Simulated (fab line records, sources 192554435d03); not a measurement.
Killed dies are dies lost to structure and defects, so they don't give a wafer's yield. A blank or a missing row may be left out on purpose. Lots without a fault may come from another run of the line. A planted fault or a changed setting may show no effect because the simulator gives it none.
A struck lot beside a sound one | flow n5_finfet | 16 steps out of a route of 1938
Sound: wafers L924.2, L924.3, L924.6. Struck: wafers L937.2, L937.4. (L937.3 of the same lot was not struck and is left out.) The cause comes at the end.
At each step with rows: each side's tool, then ch and its chambers, then its first start. Under that, the readings that differ: sound wafers | struck wafers | difference of the means | sigmas: that difference in standard deviations of wafers without a fault.
alike: readings whose means differ by less than 2 such deviations, and words and numbers that are the same on both sides. not compared: withheld readings, readings that some wafer has no value for, bounds like >300 that may hide the same value, and numbers for which the record gives no deviation and whose values overlap.
The two part at a step that has a row with sigmas, a row that says differs or no value, or rows on one side only. Numbers that don't overlap but have no deviation are shown without sigmas and don't part them. A reading that every wafer of one side lacks parts them only if that side has two wafers or more.

first, 7 steps without rows for these wafers: N5_BEOL_M4_COAT_76 (time 60 s, resist thk 5 nm); N5_BEOL_M4_COAT_22 (resist thk 30 nm); N5_BEOL_M4_EBR_24; N5_BEOL_M4_SOFTBAKE_23 (time 60 s); N5_BEOL_M4_EXPOSE_25 (exposes mask V3, defocus 5 nm); N5_BEOL_M4_PEB_26 (peb time 60 s); N5_BEOL_M4_DEVELOP_27 (develop time 30 s).
N5_BEOL_M4_CD_MEAS_28: target cd 26.2 nm, target cd y 24.1 nm.
  sound on cd_sem-03 ch 0, day 9 12:50; struck on cd_sem-01 ch 0, day 13 06:11
  alike: cd_nm
N5_BEOL_M4_OVL_MEAS_29:
  sound on overlay-02 ch 0, day 9 12:52; struck on overlay-02 ch 0, day 13 06:13
  alike: V3_OVL
N5_BEOL_M4_INSPECT_30: inspects for defects (brightfield).
  sound on defect_inspect-01, day 9 12:56; struck on defect_inspect-01, day 13 06:16
  alike: raw_defect_count
N5_BEOL_M4_DESCUM_33: chemistry O2, time 7 s.
  sound on rie_diel-06 ch 0,1,3, day 9 12:58; struck on rie_diel-06 ch 1,3, day 13 06:19
  alike: chamber_pressure_mTorr, drypump_motor_current_A, oes_product_au, rf_fwd_power_W, rf_vpp_V, showerhead_plenum_p_Torr, throttle_valve_pct
  not compared: rf_hours_counter_h
N5_BEOL_M4_ETCH_77: etches underlayer in N2/H2, target depth 6.5 nm, time 5.2 s.
  sound on rie_diel-06 ch 0,1,3, day 9 12:59; struck on rie_diel-06 ch 1,3, day 13 06:20
  alike: chamber_pressure_mTorr, drypump_motor_current_A, etch_rf_on_time_s, oes_product_au, rf_fwd_power_W, rf_vpp_V, showerhead_plenum_p_Torr, throttle_valve_pct
  not compared: rf_hours_counter_h
N5_BEOL_M4_ETCH_69: etches SiARC in CF4, target depth 15.6 nm, time 26 s.
  sound on rie_diel-06 ch 0,1,3, day 9 13:01; struck on rie_diel-06 ch 1,3, day 13 06:22
  reading               | sound             | struck      | difference | sigmas
  etch_rf_on_time_s (s) | 26.5 26.1 26.2    | 44.4 43.5   | +17.7      | +28
  rf_fwd_power_W (W)    | 529.5 530.4 532.3 | 537.2 539.4 | +7.6       | +4
  alike: chamber_pressure_mTorr, drypump_motor_current_A, mfc_ar_sccm, oes_product_au, rf_vpp_V, showerhead_plenum_p_Torr, throttle_valve_pct
  not compared: rf_hours_counter_h
N5_BEOL_M4_ALD_98: deposits SiO2, target thk 2.5 nm, pulse time 1 s, co reactant pulse time 1 s.
  sound on ald_sin-02 ch 0,1,3, day 9 13:17; struck on ald_sin-02 ch 0,1, day 13 06:43
  alike: heater_power_w, precursor_pulse_height_rel
N5_BEOL_M4_RC_MEAS_101:
  sound on prober-01 ch 0, day 10 01:38; struck on prober-01 ch 0, day 13 17:31
  alike: DIBL_N, DIBL_P, IOFF_N, IOFF_P, ION_N, ION_P, SS_N, SS_P, VT_N, VT_P
then, 1 step without rows for these wafers: N5_PASSIVATION_PROBE_49.

WHERE THEY PART
Only at N5_BEOL_M4_ETCH_69, within this record. Later steps at which nothing parts them and some readings are alike: N5_BEOL_M4_ALD_98, N5_BEOL_M4_RC_MEAS_101.

WHY: what the simulator had put in
Process parameter drift: rie_diel-06, from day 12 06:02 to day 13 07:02, at N5_BEOL_M4_ETCH_69. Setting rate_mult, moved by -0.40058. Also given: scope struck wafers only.
